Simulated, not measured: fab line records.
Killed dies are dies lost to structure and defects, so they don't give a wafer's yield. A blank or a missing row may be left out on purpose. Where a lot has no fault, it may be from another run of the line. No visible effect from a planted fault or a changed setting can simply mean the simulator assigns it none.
Chamber matching / flow n5-finfet / rie-diel-01 running N5_BEOL_M5_ETCH_75: 4 sister chambers
The step etches underlayer in N2/H2, target depth 6.5 nm, time 5.2 s. 8 wafers are shown with their chamber, then 12 later ones without.

## WAFERS PAIRED WITH THEIR CHAMBERS
wafer=L075.2; chamber=2; drypump-motor-current-A (A)=5.3; showerhead-plenum-p-Torr (Torr)=2.49
wafer=L087.3; chamber=1; drypump-motor-current-A (A)=5.5; showerhead-plenum-p-Torr (Torr)=2.58
wafer=L087.6; chamber=3; drypump-motor-current-A (A)=5.2; showerhead-plenum-p-Torr (Torr)=2.57
wafer=L088.5; chamber=0; drypump-motor-current-A (A)=6.8; showerhead-plenum-p-Torr (Torr)=2.70
wafer=L088.6; chamber=3; drypump-motor-current-A (A)=5.2; showerhead-plenum-p-Torr (Torr)=2.57
wafer=L091.1; chamber=2; drypump-motor-current-A (A)=5.3; showerhead-plenum-p-Torr (Torr)=2.47
wafer=L091.2; chamber=0; drypump-motor-current-A (A)=6.7; showerhead-plenum-p-Torr (Torr)=2.70
wafer=L091.4; chamber=1; drypump-motor-current-A (A)=5.5; showerhead-plenum-p-Torr (Torr)=2.57

## WAFERS WHOSE CHAMBER IS MISSING
wafer=L090.2; drypump-motor-current-A (A)=5.2; showerhead-plenum-p-Torr (Torr)=2.56
wafer=L090.5; drypump-motor-current-A (A)=5.5; showerhead-plenum-p-Torr (Torr)=2.57
wafer=L090.6; drypump-motor-current-A (A)=6.7; showerhead-plenum-p-Torr (Torr)=2.70
wafer=L092.2; drypump-motor-current-A (A)=6.8; showerhead-plenum-p-Torr (Torr)=2.70
wafer=L092.3; drypump-motor-current-A (A)=5.3; showerhead-plenum-p-Torr (Torr)=2.47
wafer=L092.4; drypump-motor-current-A (A)=5.2; showerhead-plenum-p-Torr (Torr)=2.56
wafer=L094.2; drypump-motor-current-A (A)=5.3; showerhead-plenum-p-Torr (Torr)=2.47
wafer=L094.3; drypump-motor-current-A (A)=6.7; showerhead-plenum-p-Torr (Torr)=2.69
wafer=L094.5; drypump-motor-current-A (A)=5.2; showerhead-plenum-p-Torr (Torr)=2.56
wafer=L097.1; drypump-motor-current-A (A)=5.5; showerhead-plenum-p-Torr (Torr)=2.57
wafer=L097.3; drypump-motor-current-A (A)=6.7; showerhead-plenum-p-Torr (Torr)=2.69
wafer=L097.4; drypump-motor-current-A (A)=5.2; showerhead-plenum-p-Torr (Torr)=2.56

## THE CHAMBER EACH PASSED THROUGH
wafer=L090.2; from the rows above=3; in truth=3
wafer=L090.5; from the rows above=1; in truth=1
wafer=L090.6; from the rows above=0; in truth=0
wafer=L092.2; from the rows above=0; in truth=0
wafer=L092.3; from the rows above=2; in truth=2
wafer=L092.4; from the rows above=3; in truth=3
wafer=L094.2; from the rows above=2; in truth=2
wafer=L094.3; from the rows above=0; in truth=0
wafer=L094.5; from the rows above=3; in truth=3
wafer=L097.1; from the rows above=1; in truth=1
wafer=L097.3; from the rows above=0; in truth=0
wafer=L097.4; from the rows above=3; in truth=3
Placed correctly: 12 of 12. From these rows, 0 cannot be placed. Number placed wrongly: 0.
How it was worked out, from the rows above alone: a wafer's distance from a chamber is the root of the sum, over the readings, of the square of ((its reading less the chamber's mean) divided by the reading's scatter). If the next closest chamber is less than 2 further off than the closest, the wafer can't be placed; otherwise it belongs to the closest. For every chamber, the mean is computed from those of its wafers that are shown. How the scatter is found: for the shown wafers, subtract from each reading the mean of its chamber, square and add these, divide the total by (wafers less chambers), then take the root.
